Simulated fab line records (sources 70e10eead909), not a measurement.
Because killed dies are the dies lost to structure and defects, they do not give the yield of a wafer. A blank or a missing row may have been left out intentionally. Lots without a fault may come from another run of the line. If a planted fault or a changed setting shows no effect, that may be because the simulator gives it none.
fab line records	flow nand_harc
record lots=7	wafers=21	last_day=23
route steps=1159 shown A_CONTACT@947 END@1159
lots that met no fault: from a run of the same line without faults
start_h: hours from the record's opening day to when the first of the lot's shown wafers began	wait_h: hours elapsed since this lot's preceding step	" unchanged from the row above	L1.1+2: a row that stands for several wafers	- no value present, or no start provided	* or withheld: withheld	< > ~ a bound
route shown NAME@n: names a module that has steps shown in the file, with the first one's number in the route	usual: mean and standard deviation over wafers with no fault	same: alike in all rows	chamber/n: place in a boat	sites: each site's reading	_std_site: the values' standard deviation	_edge_site: mean of outer sites minus mean of inner sites	radius_mm: how far each site lies from the wafer's centre	mask NAME#n: copy n	behind: the last tool/chamber to shape the wafer	hold: why the lot was held/for how many hours/how that ended	device: which transistor (n, p or np) failed to switch	end of line: the tests these same wafers got at the end of their route	a step given without rows: its recipe and nothing more	killed: at the first sort, the dies lost to defects and structure; wafer yield is something else	map: dies across one wafer; x = killed, . = not, _ = none there
set.NAME: the setting as run; set.NAME@STEP: as run at that earlier step	model.NAME: the simulator's own value behind a step, which no gauge read
lots seen at some steps along the route; tables by step, rows by wafer
services: a tool's chamber out of use, with start hour (start_h, from the record's first day; less than 0 if before it), hours out, and reason
## steps
# step NHARC_A_CONTACT_ETCH_138
# recipe source_w=withheld	pressure_mtorr=20	bias_v=3000	time_s=132	target_depth_a=12890	ar_flow_sccm=withheld	c4f8_flow_sccm=withheld	o2_flow_sccm=withheld	chemistry=C4F8/O2/Ar
lot.wafer	tool	chamber	start_h	wait_h	rf_hours_counter_h
L878.1	har_cap_etch-03	1	377.35	0.1	82
L878.6	"	0	"	"	-
L878.5	"	1	"	"	-
L880.2	har_cap_etch-01	1	388.78	0.1	61
L880.1	"	0	"	"	61
L880.5	"	0	"	"	-
L881.1	har_cap_etch-01	0	423.40	0.1	67
L881.3	"	1	"	"	-
L881.4	"	0	"	"	-
L886.2	har_cap_etch-03	0	426.49	0.1	89
L886.3	"	1	"	"	-
L886.5	"	1	"	"	-
L885.1	har_cap_etch-03	1	442.55	0.1	91
L885.4	"	1	"	"	-
L885.3	"	0	"	"	-
L893.2	har_cap_etch-02	0	472.52	0.1	29
L893.1	"	1	"	"	29
L893.4	"	1	"	"	-
L895.1	har_cap_etch-03	0	494.18	0.1	101
L895.4	"	0	"	"	-
L895.5	"	1	"	"	-
# step NHARC_A_CONTACT_ETCH_139
# recipe source_w=withheld	pressure_mtorr=20	bias_v=400	time_s=137	target_depth_a=5900	ar_flow_sccm=withheld	c4f8_flow_sccm=11.5	o2_flow_sccm=7.2	chemistry=C4F8/O2/Ar
# step NHARC_A_CONTACT_ETCH_92
# recipe target_depth_a=400	over_etch_frac=0.5	time_s=85.7	ion_energy_ev=120	ch3f_flow_sccm=50	o2_flow_sccm=30	ar_flow_sccm=200	rf_w=500	bias_w=100	chemistry=CH3F/O2
# usual drypump_motor_current_A=5.8/0.39	o2_flow_sccm=30.00/0.096	oes_product_au=0.932/0.022	rf_vpp_V=244.7/1.9	showerhead_plenum_p_Torr=2.48/0.12	throttle_valve_pct=20.662/0.0094
lot.wafer	tool	chamber	start_h	wait_h	drypump_motor_current_A	o2_flow_sccm	oes_product_au	rf_hours_counter_h	rf_vpp_V	showerhead_plenum_p_Torr	throttle_valve_pct
L878.1	rie_diel-10	1	377.87	0.3	5.7	30.11	0.925	2	243.0	2.30	20.663
L878.5	"	0	"	"	5.7	30.01	0.926	-	248.2	2.62	20.672
L878.6	"	1	"	"	5.7	30.12	0.923	-	242.4	2.30	20.676
L880.2	rie_diel-02	1	389.31	0.4	5.6	30.01	0.912	18	244.3	2.46	20.663
L880.1	"	0	"	"	5.8	29.96	0.939	17	243.5	2.45	20.662
L880.5	"	1	"	"	5.6	30.03	0.905	-	244.6	2.46	20.665
L881.3	rie_diel-10	1	423.91	0.3	5.7	29.82	0.921	9	241.5	2.29	20.671
L881.4	"	2	"	"	6.8	29.94	0.927	9	246.5	2.58	20.643
L881.1	"	3	"	"	5.5	30.09	0.921	9	245.0	2.47	20.667
L886.2	rie_diel-09	3	427.02	0.4	6.2	29.93	0.924	63	245.9	2.61	20.672
L886.3	"	1	"	"	5.2	29.97	0.927	58	246.2	2.55	20.674
L886.5	"	0	"	"	5.6	29.99	0.944	-	241.1	2.31	20.666
L885.3	rie_diel-10	3	443.07	0.3	5.4	30.12	0.985	12	244.2	2.47	20.659
L885.1	"	0	"	"	5.7	30.07	1.010	12	246.0	2.61	20.668
L885.4	"	1	"	"	5.8	30.02	0.991	13	241.3	2.29	20.688
L893.1	rie_diel-09	2	473.05	0.3	5.6	30.06	0.992	12	243.9	2.46	20.673
L893.2	"	0	"	"	5.6	30.01	0.996	12	243.5	2.31	20.664
L893.4	"	1	"	"	5.2	29.97	0.988	13	244.7	2.55	20.669
L895.4	rie_diel-10	2	494.71	0.3	6.7	30.02	0.929	19	244.6	2.58	20.668
L895.1	"	1	"	"	5.7	29.92	0.939	24	241.2	2.29	20.657
L895.5	"	3	"	"	5.5	29.97	0.934	-	244.6	2.47	20.672
# step NHARC_A_CONTACT_ETCH_98
# recipe target_depth_a=200	over_etch_frac=0.5	time_s=10	ion_energy_ev=250	c4f6_flow_sccm=25	o2_flow_sccm=20	ar_flow_sccm=500	rf_w=600	bias_w=500	chemistry=C4F6/O2
# usual drypump_motor_current_A=5.8/0.4	o2_flow_sccm=20.00/0.066	oes_product_au=0.957/0.02	rf_vpp_V=547/3.7	showerhead_plenum_p_Torr=3.96/0.18	throttle_valve_pct=26.903/0.0088
lot.wafer	tool	chamber	start_h	wait_h	drypump_motor_current_A	o2_flow_sccm	oes_product_au	rf_hours_counter_h	rf_vpp_V	showerhead_plenum_p_Torr	throttle_valve_pct
L878.1	rie_diel-10	3	-	-	5.5	20.02	0.923	3	547	3.95	26.906
L878.5	"	0	"	"	5.7	19.93	0.963	-	551	4.16	26.897
L878.6	"	1	"	"	5.8	19.89	0.968	-	542	3.68	26.887
L880.1	rie_diel-02	2	-	-	5.9	20.00	0.949	19	553	4.18	26.914
L880.2	"	0	"	"	5.8	20.00	0.957	17	547	3.91	26.896
L880.5	"	3	"	"	5.5	20.04	0.959	-	543	3.71	26.893
L881.3	rie_diel-10	3	-	-	5.5	20.09	0.931	9	548	3.95	26.902
L881.4	"	1	"	"	5.8	20.04	0.951	9	541	3.67	26.909
L881.1	"	2	"	"	6.7	20.06	0.962	9	551	4.11	26.912
L886.2	rie_diel-09	2	-	-	5.6	19.93	0.971	56	548	3.94	26.896
L886.3	"	3	"	"	6.2	20.03	0.970	63	551	4.15	26.896
L886.5	"	1	"	"	5.2	19.93	0.945	-	550	4.07	26.904
L885.1	rie_diel-10	0	-	-	5.8	20.01	1.012	12	550	4.15	26.904
L885.3	"	2	"	"	6.8	20.03	1.000	13	550	4.11	26.884
L885.4	"	3	"	"	5.5	20.01	0.986	12	548	3.95	26.903
L893.2	rie_diel-09	2	-	-	5.6	19.97	1.003	12	546	3.93	26.890
L893.4	"	0	"	"	5.6	20.00	0.986	12	542	3.70	26.898
L893.1	"	1	"	"	5.2	19.97	0.981	13	550	4.06	26.927
L895.1	rie_diel-10	3	-	-	5.5	19.95	0.951	23	546	3.94	26.908
L895.4	"	2	"	"	6.8	20.03	0.956	19	550	4.11	26.892
L895.5	"	0	"	"	5.7	19.98	0.946	-	551	4.15	26.912
# step NHARC_A_CONTACT_CD_MEAS_15
# usual cd_nm=90.1/0.45
lot.wafer	tool	chamber	start_h	wait_h	cd_nm
L878.1	cd_sem-01	-	378.07	-	90.0
L878.5	"	-	"	"	90.3
L878.6	"	-	"	"	90.1
L880.1	cd_sem-03	-	389.52	-	89.7
L880.2	"	-	"	"	90.2
L880.5	"	-	"	"	90.5
L881.1	cd_sem-03	-	424.12	-	90.3
L881.3	"	-	"	"	90.2
L881.4	"	-	"	"	90.3
L886.2	cd_sem-03	-	427.24	-	90.1
L886.3	"	-	"	"	89.7
L886.5	"	-	"	"	89.9
L885.1	cd_sem-03	-	443.29	-	90.3
L885.3	"	-	"	"	89.7
L885.4	"	-	"	"	90.1
L893.1	cd_sem-01	-	473.31	-	89.7
L893.2	"	-	"	"	90.3
L893.4	"	-	"	"	89.8
L895.1	cd_sem-01	-	494.93	-	90.1
L895.4	"	-	"	"	90.0
L895.5	"	-	"	"	90.0
# step NHARC_A_CONTACT_STRIP_107
# recipe n2_flow_sccm=150	h2_flow_sccm=150	ar_flow_sccm=0	bias_w=0	chemistry=N2/H2
# step NHARC_A_CONTACT_STRIP_108
# recipe cf4_flow_sccm=100	chf3_flow_sccm=30	ar_flow_sccm=0	bias_w=0	chemistry=CF4/CHF3
# step NHARC_A_CONTACT_STRIP_109
# recipe o2_flow_sccm=400	cos_flow_sccm=20	ar_flow_sccm=0	bias_w=0	chemistry=O2/COS
# step NHARC_A_CONTACT_ETCH_110
# recipe target_depth_a=500	overetch_a=50	time_s=27.5	ion_energy_ev=100	cf4_flow_sccm=80	o2_flow_sccm=20	ar_flow_sccm=0	rf_w=300	bias_w=100	chemistry=CF4/O2
# step NHARC_A_CONTACT_STRIP_26
# recipe o2_flow_sccm=500	ar_flow_sccm=0	bias_w=0	chemistry=O2
# usual drypump_motor_current_A=5.8/0.39	o2_flow_sccm=499.9/1.6	oes_product_au=0.997/0.011	rf_vpp_V=57.9/0.9	showerhead_plenum_p_Torr=3.55/0.16	throttle_valve_pct=17.038/0.0089
lot.wafer	tool	chamber	start_h	wait_h	drypump_motor_current_A	o2_flow_sccm	oes_product_au	rf_hours_counter_h	rf_vpp_V	showerhead_plenum_p_Torr	throttle_valve_pct
L878.1	rie_diel-09	2	-	-	5.6	500.5	1.000	44	58.7	3.55	17.035
L878.5	"	3	"	"	6.2	500.1	1.006	-	58.6	3.75	17.042
L878.6	"	0	"	"	5.6	499.6	1.003	-	56.8	3.34	17.021
L880.2	rie_diel-02	0	-	-	5.8	499.9	1.010	18	58.7	3.52	17.027
L880.1	"	1	"	"	5.6	500.7	0.986	18	57.2	3.53	17.034
L880.5	"	3	"	"	5.5	497.6	0.999	-	57.9	3.33	17.030
L881.4	rie_diel-09	1	-	-	5.2	498.1	0.983	58	59.5	3.66	17.036
L881.1	"	3	"	"	6.2	500.2	1.004	62	57.5	3.74	17.049
L881.3	"	0	"	"	5.6	502.4	1.008	63	57.8	3.33	17.040
L886.2	rie_diel-02	3	-	-	5.6	501.6	1.002	32	55.4	3.32	17.041
L886.3	"	0	"	"	5.8	500.3	1.019	32	57.2	3.51	17.036
L886.5	"	3	"	"	5.6	500.6	0.988	-	56.5	3.32	17.046
L885.3	rie_diel-10	1	-	-	5.7	497.9	1.006	13	57.1	3.30	17.038
L885.1	"	3	"	"	5.5	499.9	0.987	12	58.5	3.55	17.039
L885.4	"	0	"	"	5.7	495.3	1.009	12	57.7	3.74	17.027
L893.1	rie_diel-09	1	-	-	5.2	500.6	0.997	13	59.9	3.65	17.038
L893.4	"	2	"	"	5.6	499.1	0.994	12	57.0	3.53	17.036
L893.2	"	0	"	"	5.5	501.3	1.006	12	57.6	3.32	17.039
L895.1	rie_diel-10	2	-	-	6.8	499.8	0.997	19	58.8	3.70	17.037
L895.4	"	3	"	"	5.5	502.1	0.990	23	58.0	3.54	17.029
L895.5	"	2	"	"	6.7	497.0	0.994	-	57.4	3.70	17.031
# step NHARC_A_CONTACT_STRIP_27
# recipe time_s=600	temp_c=30	chemistry=post_etch_residue_remover
# step NHARC_A_CONTACT_ALD_18
# recipe target_thk_a=30	pulse_time_s=1	ald_cycles=150	temp_c=450	material=TiN
# usual heater_power_w=1099/68	precursor_pulse_height_rel=1.001/0.019
lot.wafer	tool	chamber	start_h	wait_h	heater_power_w	precursor_pulse_height_rel
L878.1	ald_metal-04	3	379.05	-	1167	1.010
L878.5	"	1	"	"	1028	1.010
L878.6	"	2	"	"	1090	0.991
L880.2	ald_metal-04	2	390.52	-	1071	1.022
L880.1	"	1	"	"	996	0.979
L880.5	"	3	"	"	1113	0.984
L881.1	ald_metal-03	2	425.06	-	1144	1.017
L881.3	"	3	"	"	1144	1.015
L881.4	"	1	"	"	1084	1.001
L886.3	ald_metal-03	3	428.40	-	1114	0.989
L886.2	"	0	"	"	1026	1.037
L886.5	"	2	"	"	1143	1.014
L885.3	ald_metal-03	1	444.30	-	1067	0.975
L885.1	"	3	"	"	1130	0.993
L885.4	"	0	"	"	1043	0.950
L893.4	ald_metal-04	1	474.26	-	1009	1.023
L893.2	"	2	"	"	1111	1.001
L893.1	"	0	"	"	1002	0.993
L895.1	ald_metal-01	2	495.88	-	1215	1.008
L895.5	"	2	"	"	1247	0.991
L895.4	"	3	"	"	1092	1.016
# step NHARC_A_CONTACT_CVD_19
# recipe target_thk_a=3000	temp_c=300	pressure_torr=40	wf6_flow_sccm=40	h2_flow_sccm=1600	ar_flow_sccm=1560	time_s=802	material=W
# usual heater_power_w=469/30	throttle_valve_pct=7.87/0.21
lot.wafer	tool	chamber	start_h	wait_h	heater_power_w	throttle_valve_pct
L878.1	cvd_w-01	0	379.34	-	489	7.68
L878.5	"	1	"	"	438	8.14
L878.6	"	0	"	"	501	7.93
L880.1	cvd_w-02	1	397.41	-	472	7.75
L880.2	"	0	"	"	435	7.76
L880.5	"	0	"	"	433	7.72
L881.1	cvd_w-01	1	425.29	-	452	7.96
L881.3	"	1	"	"	448	7.99
L881.4	"	0	"	"	506	7.81
L881.1	cvd_w-01	1	426.30	0.9	450	8.14
L881.3	"	1	"	"	443	8.08
L881.4	"	0	"	"	484	7.81
L886.2	cvd_w-01	1	430.50	-	458	8.07
L886.3	"	1	"	"	458	8.34
L886.5	"	1	"	"	445	8.34
L886.2	cvd_w-01	1	435.60	5.0	454	8.11
L886.3	"	1	"	"	451	8.01
L886.5	"	1	"	"	451	8.14
L885.1	cvd_w-01	1	444.50	-	451	8.11
L885.3	"	1	"	"	442	8.18
L885.4	"	0	"	"	490	8.07
L885.1	cvd_w-01	1	446.10	1.5	455	8.09
L885.3	"	1	"	"	434	8.24
L885.4	"	0	"	"	496	7.85
L893.1	cvd_w-01	0	474.47	-	507	7.90
L893.2	"	1	"	"	459	8.00
L893.4	"	0	"	"	502	7.75
L895.1	cvd_w-02	1	501.59	-	486	7.58
L895.4	"	0	"	"	429	7.80
L895.5	"	0	"	"	443	8.18
# step NHARC_A_CONTACT_CMP_20
# recipe t_overpolish_s=30	target_thk_nm=300
# usual motor_current_A=12.3/1.2	overpolish_run_s=30.000/0.0092	time_to_endpoint_s=60/4.2
lot.wafer	tool	chamber	start_h	wait_h	motor_current_A	overpolish_run_s	time_to_endpoint_s
L878.1	cmp-03	0	380.16	0.7	11.5	30.001	50
L878.6	"	2	"	"	13.2	29.997	61
L878.5	"	3	"	"	13.4	30.016	58
L880.2	cmp-01	2	398.30	0.6	14.1	29.994	65
L880.1	"	3	"	"	12.5	30.010	61
L880.5	"	3	"	"	11.3	30.000	60
L881.3	cmp-04	0	427.32	0.6	11.4	30.012	120
L881.1	"	1	"	"	12.2	29.996	116
L881.4	"	2	"	"	9.4	30.003	121
L886.2	cmp-03	0	436.64	0.9	12.7	29.995	103
L886.3	"	1	"	"	12.9	30.000	113
L886.5	"	0	"	"	12.2	30.004	107
L885.1	cmp-03	3	447.10	0.9	13.1	29.996	112
L885.3	"	1	"	"	13.3	30.014	114
L885.4	"	2	"	"	12.4	30.014	121
L893.1	cmp-03	0	475.35	0.8	11.8	30.007	55
L893.2	"	1	"	"	13.3	29.985	60
L893.4	"	3	"	"	12.8	30.012	60
L895.4	cmp-04	1	502.38	0.5	13.0	30.003	66
L895.1	"	2	"	"	9.5	30.001	62
L895.5	"	1	"	"	13.0	30.013	67
# step NHARC_END_SORT_01
# recipe temp_c=25
# usual killed_at_array=25/9.7	killed_at_other=0.7/0.87	killed_at_periphery=3.3/2.3	killed_dies=29/11	killed_open=3.6/2.1	killed_short=2.3/1.7
# same gross_dies=677
lot.wafer	tool	chamber	start_h	wait_h	killed_at_array	killed_at_other	killed_at_periphery	killed_dies	killed_open	killed_short
L878.1	prober-02	0	442.23	2.5	26	2	2	30	7	0
L878.5	prober-02	0	445.44	3.7	28	0	2	30	2	3
L878.6	prober-02	0	446.24	4.0	20	2	0	22	1	0
L880.1	prober-01	0	442.24	2.5	12	2	3	17	4	2
L880.2	prober-01	0	443.03	2.8	9	0	4	13	2	4
L880.5	prober-01	0	445.39	3.6	6	0	1	7	2	0
L881.1	prober-01	0	470.30	2.5	30	1	5	36	6	3
L881.3	prober-01	0	471.87	3.1	29	0	0	29	4	4
L881.4	prober-01	0	472.66	3.4	38	0	3	41	5	4
L886.2	prober-01	0	481.65	2.8	21	3	2	26	2	0
L886.3	prober-01	0	482.46	3.1	23	1	1	25	8	1
L886.5	prober-01	0	484.06	3.7	24	5	3	32	2	0
L893.1	prober-01	0	523.65	2.5	22	0	0	22	1	1
L893.2	prober-01	0	524.46	2.8	17	0	0	17	2	0
L893.4	prober-01	0	526.07	3.4	28	0	2	30	4	1
L895.1	prober-01	0	552.19	2.5	26	0	4	30	1	1
L895.4	prober-01	0	554.62	3.4	22	0	1	23	5	0
L895.5	prober-01	0	555.43	3.7	21	1	3	25	4	4
# killed by level:class
L878.1 A_CHANNEL_HOLE_D1:chamber_film_flake=10 A_SLIT:chamber_film_flake=8 A_CONTACT:geometric_particle:open=3 A_ONON_D1:geometric_particle:open=2 A_STAIRCASE:chamber_film_flake=2 THIN_TSV:chamber_film_flake=2 P_STI:geometric_particle:open=1 A_WL_FILL:geometric_particle:open=1
L880.1 A_CONTACT:chamber_film_flake=2 THIN_TSV:chamber_film_flake=2 A_ONON_D1:geometric_particle:short=1 A_CHANNEL_HOLE_D1:geometric_particle:open=1 A_SGD_CUT:geometric_particle:short=1 A_WL_FILL:geometric_particle:open=1 A_CONTACT:geometric_particle:open=1 A_BLC:geometric_particle:open=1
L880.2 A_CHANNEL_FILL_D1:geometric_particle:short=3 P_M0:chamber_film_flake=2 A_STAIRCASE:chamber_film_flake=2 A_CHANNEL_FILL_D1:geometric_particle:open=1 A_WL_FILL:geometric_particle:short=1 A_BLC:geometric_particle:open=1 P_GATE:chamber_film_flake=1 P_BONDPAD:chamber_film_flake=1
L880.5 A_SLIT:chamber_film_flake=3 P_GATE:geometric_particle:open=1 A_M0:geometric_particle:open=1 A_STAIRCASE:chamber_film_flake=1 A_CONTACT:chamber_film_flake=1
L878.5 A_SLIT:chamber_film_flake=11 A_CHANNEL_HOLE_D1:chamber_film_flake=9 A_CONTACT:chamber_film_flake=3 P_CONTACT:geometric_particle:short=1 P_M1:geometric_particle:open=1 A_CHANNEL_FILL_D1:geometric_particle:open=1 A_CONTACT:geometric_particle:short=1 A_M1:geometric_particle:short=1
L878.6 A_CHANNEL_HOLE_D1:chamber_film_flake=9 A_SLIT:chamber_film_flake=9 THIN_TSV:chamber_film_flake=2 A_M0:geometric_particle:open=1 A_CONTACT:chamber_film_flake=1
L881.1 A_CHANNEL_HOLE_D1:chamber_film_flake=9 A_SLIT:chamber_film_flake=8 A_CONTACT:chamber_film_flake=4 P_ZERO_WELL:chamber_film_flake=2 A_M0:chamber_film_flake=2 P_GATE:geometric_particle:open=1 P_M0:geometric_particle:open=1 A_CHANNEL_HOLE_D1:geometric_particle:open=1
L881.3 A_SLIT:chamber_film_flake=9 A_CHANNEL_HOLE_D1:chamber_film_flake=7 A_CONTACT:geometric_particle:open=2 A_CONTACT:chamber_film_flake=2 A_M0:chamber_film_flake=2 A_ONON_D1:geometric_particle:short=1 A_SGD_CUT:geometric_particle:short=1 A_WL_FILL:geometric_particle:open=1
L881.4 A_CHANNEL_HOLE_D1:chamber_film_flake=13 A_SLIT:chamber_film_flake=13 A_CONTACT:chamber_film_flake=3 P_M0:geometric_particle:open=2 A_CONTACT:geometric_particle:short=2 A_STAIRCASE:chamber_film_flake=2 P_M0:geometric_particle:short=1 A_ONON_D1:geometric_particle:short=1
L886.2 A_CHANNEL_HOLE_D1:chamber_film_flake=16 A_CONTACT:chamber_film_flake=3 THIN_TSV:chamber_film_flake=3 P_CONTACT:geometric_particle:open=1 A_M0:geometric_particle:open=1 P_GATE:chamber_film_flake=1 A_STAIRCASE:chamber_film_flake=1
L886.3 A_CHANNEL_HOLE_D1:chamber_film_flake=10 A_CONTACT:chamber_film_flake=3 A_BLC:geometric_particle:open=2 P_M0:geometric_particle:open=1 A_SOURCE_PLATE:geometric_particle:open=1 A_SOURCE_PLATE:geometric_particle:short=1 A_ONON_D1:geometric_particle:open=1 A_STAIRCASE:geometric_particle:open=1
L886.5 A_CHANNEL_HOLE_D1:chamber_film_flake=20 THIN_TSV:chamber_film_flake=4 P_GATE:chamber_film_flake=2 A_CONTACT:chamber_film_flake=2 A_SOURCE_PLATE:geometric_particle:open=1 STARTING-WAFER:geometric_particle:open=1 P_STI:chamber_film_flake=1 A_ZERO_WELL:chamber_film_flake=1
L893.1 A_CHANNEL_HOLE_D1:chamber_film_flake=16 A_CONTACT:chamber_film_flake=2 A_ONON_D1:geometric_particle:short=1 A_BLC:geometric_particle:open=1 A_ZERO_WELL:chamber_film_flake=1 A_STAIRCASE:chamber_film_flake=1
L893.2 A_CHANNEL_HOLE_D1:chamber_film_flake=8 A_STAIRCASE:chamber_film_flake=3 A_CONTACT:chamber_film_flake=2 A_ONON_D1:geometric_particle:open=1 A_WL_FILL:geometric_particle:open=1 A_ZERO_WELL:chamber_film_flake=1 A_CHANNEL_FILL_D1:chamber_film_flake=1
L893.4 A_CHANNEL_HOLE_D1:chamber_film_flake=20 A_STAIRCASE:chamber_film_flake=4 P_GATE:geometric_particle:open=2 A_CHANNEL_FILL_D1:geometric_particle:short=1 A_BLC:geometric_particle:open=1 A_M0:geometric_particle:open=1 A_M0:chamber_film_flake=1
L895.1 A_STAIRCASE:chamber_film_flake=11 A_CHANNEL_HOLE_D1:chamber_film_flake=7 A_CONTACT:chamber_film_flake=6 P_ZERO_WELL:chamber_film_flake=2 A_SOURCE_PLATE:geometric_particle:open=1 A_WL_FILL:geometric_particle:short=1 P_STI:chamber_film_flake=1 P_M0:chamber_film_flake=1
L895.4 A_CHANNEL_HOLE_D1:chamber_film_flake=8 A_CONTACT:chamber_film_flake=6 A_CHANNEL_FILL_D1:geometric_particle:open=3 A_STAIRCASE:chamber_film_flake=3 A_CONTACT:geometric_particle:open=1 A_M0:geometric_particle:open=1 P_ZERO_WELL:chamber_film_flake=1
L895.5 A_CONTACT:chamber_film_flake=8 A_CHANNEL_HOLE_D1:chamber_film_flake=4 A_STAIRCASE:chamber_film_flake=3 P_GATE:geometric_particle:open=1 P_M1:geometric_particle:open=1 A_SOURCE_PLATE:geometric_particle:open=1 A_ONON_D1:geometric_particle:short=1 A_CHANNEL_FILL_D1:geometric_particle:short=1
## services
tool	chamber	start_h	hours	kind
rie_diel-10	-	353.58	9.0	pm
cmp-03	-	356.39	4.0	pm
ald_metal-03	3	364.04	6.3	repair
cmp-04	-	368.02	1.4	repair
rie_diel-02	1	377.35	2.2	repair
cvd_w-02	-	383.97	13.0	pm
cmp-04	-	397.24	1.0	repair
cmp-04	-	399.00	4.0	pm
rie_diel-09	2	401.69	12.6	repair
ald_metal-04	-	406.00	10.0	pm
cmp-03	-	407.07	1.3	repair
rie_diel-09	2	428.25	14.1	repair
rie_diel-09	-	431.26	9.0	pm
ald_metal-04	-	444.03	0.4	repair
rie_diel-09	3	453.44	1.9	repair
cmp-03	-	454.39	4.0	pm
rie_diel-09	-	461.79	0.3	repair
rie_diel-10	2	462.02	18.7	repair
cmp-04	-	475.59	14.5	repair
cvd_w-01	-	477.74	13.0	pm
cmp-03	-	480.24	1.4	repair
cmp-04	-	497.00	4.0	pm
ald_metal-03	-	500.00	10.0	pm
cmp-03	-	501.46	2.8	repair
## key
first_sign step=NHARC_A_CONTACT_CVD_19	reading=visit	direction=added
effect step=NHARC_A_CONTACT_CMP_20	reading=time_to_endpoint_s	direction=up	sigmas=13	usual=*	struck=*
met_at NHARC_A_CONTACT_CVD_19
struck_wafers L881.1,L881.3,L881.4,L885.1,L885.3,L885.4,L886.2,L886.3,L886.5
tester_left_out L881,L885,L886
fault kind=repeated_step_whole	tool=cvd_w-01,cvd_w-02	chamber=-	onset_h=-	steps=NHARC_A_CONTACT_CVD_19	times=1	scope=struck_lots_only
# tester_left_out: of these lots the tester's yield and bins aren't shown, on N5 and GAA mostly nor the transistor test; their killed dies are dies lost to structure and defects alone, not to doping, threshold or leakage, so they don't give the yield
